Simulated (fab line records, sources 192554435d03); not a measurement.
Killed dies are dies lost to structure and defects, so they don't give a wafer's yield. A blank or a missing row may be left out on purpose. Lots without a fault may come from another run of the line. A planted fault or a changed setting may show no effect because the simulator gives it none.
Which tool did it? | flow n5_finfet | 11 lots, 33 wafers sampled, at 5 steps of a route of 1938

WHAT THE GAUGES READ, wafer by wafer
N5_BEOL_M4_RC_MEAS_101.
lot  | measured     | on        | DIBL_N (mV/V)
L907 | day 8 22:30  | prober-01 | 37.9 33.1 34.5
L908 | day 9 03:58  | prober-01 | 36.8 39.4 35.4
L909 | day 9 09:02  | prober-01 | 36.1 37.2 36.5
L910 | day 9 10:56  | prober-02 | 32.5 34.6 34.8
L912 | day 10 00:06 | prober-01 | 38.4 38.5 37.4
L913 | day 10 08:22 | prober-01 | 41.1 33.5 36.9
L914 | day 10 11:44 | prober-01 | 37.4 36.5 38.0
L917 | day 11 11:25 | prober-02 | 40.2 36.4 40.9
L918 | day 11 11:47 | prober-01 | 35.1 35.5 36.0
L920 | day 11 20:03 | prober-02 | 34.8 32.5 34.2
L926 | day 13 12:54 | prober-02 | 36.6 37.9 37.5

WHICH TOOL RAN EACH LOT (tool, then ch and the chambers of the sampled wafers, then the start)
lot  | N5_BEOL_M0_SPUTTER_132       | N5_BEOL_M1_PECVD_72             | N5_BEOL_M1_HM_DEP_02         | N5_BEOL_M1_COAT_73
L907 | pvd_sputter-01, day 6 23:39  | pecvd-02 ch 0,1,2, day 7 01:07  | pvd_sputter-03, day 7 01:40  | litho_track-02 ch 0, day 7 01:47
L908 | pvd_sputter-02, day 7 03:30  | pecvd-02 ch 1,2, day 7 04:59    | pvd_sputter-03, day 7 06:28  | litho_track-05 ch 0, day 7 06:35
L909 | pvd_sputter-02, day 7 09:56  | pecvd-01 ch 0,2, day 7 12:22    | pvd_sputter-03, day 7 12:40  | litho_track-05 ch 0, day 7 12:48
L910 | pvd_sputter-03, day 7 16:24  | pecvd-03 ch 0, day 7 18:04      | pvd_sputter-03, day 7 19:40  | litho_track-02 ch 0, day 7 19:48
L912 | pvd_sputter-03, day 8 03:18  | pecvd-02 ch 0,1, day 8 04:48    | pvd_sputter-03, day 8 08:31  | litho_track-02 ch 0, day 8 08:38
L913 | pvd_sputter-01, day 8 10:31  | pecvd-02 ch 1,2, day 8 12:29    | pvd_sputter-02, day 8 14:37  | litho_track-02 ch 0, day 8 14:44
L914 | pvd_sputter-01, day 9 00:20  | pecvd-02 ch 1,2, day 9 01:48    | pvd_sputter-01, day 9 01:52  | litho_track-02 ch 0, day 9 01:59
L917 | pvd_sputter-03, day 9 12:04  | pecvd-02 ch 0,1, day 9 13:32    | pvd_sputter-03, day 9 14:52  | litho_track-05 ch 0, day 9 14:59
L918 | pvd_sputter-03, day 9 19:05  | pecvd-03 ch 0,1,2, day 9 20:34  | pvd_sputter-03, day 9 21:01  | litho_track-03 ch 0, day 9 21:08
L920 | pvd_sputter-02, day 10 03:38 | pecvd-01 ch 0, day 10 05:26     | pvd_sputter-02, day 10 06:44 | litho_track-03 ch 0, day 10 06:52
L926 | pvd_sputter-03, day 11 16:28 | pecvd-02 ch 0,1,2, day 11 18:36 | pvd_sputter-03, day 11 19:42 | litho_track-03 ch 0, day 11 19:50
- N5_BEOL_M0_SPUTTER_132: material Cu, target thk 4 nm, time 7.37 s.
- N5_BEOL_M1_PECVD_72: deposits SiO2 from TEOS/O2, target thk 16 nm, time 18 s.
- N5_BEOL_M1_HM_DEP_02: deposits TiN, target thk 20 nm.
- N5_BEOL_M1_COAT_73: time 60 s, resist thk 5 nm.

THE ANSWER, worked out from the rows above alone
Rule: what is usual is taken from the lots themselves. Put in order of their means at a reading, lots are off if they are a third of the lots or fewer, leave a main group of 4 or more, and stand apart from it by a gap of 3 or more times the standard deviation of the main group's means; of several such gaps the widest counts. A main group whose means are all the same, to the digits that the tables above print for the reading, isn't used. A lot without any number at a reading at which 4 lots or more have one is off too. The other lots that the step has rows for count as sound.
No lot is off at any reading shown: from this, nothing can be told.

WHAT THE SIMULATOR HAD PUT IN
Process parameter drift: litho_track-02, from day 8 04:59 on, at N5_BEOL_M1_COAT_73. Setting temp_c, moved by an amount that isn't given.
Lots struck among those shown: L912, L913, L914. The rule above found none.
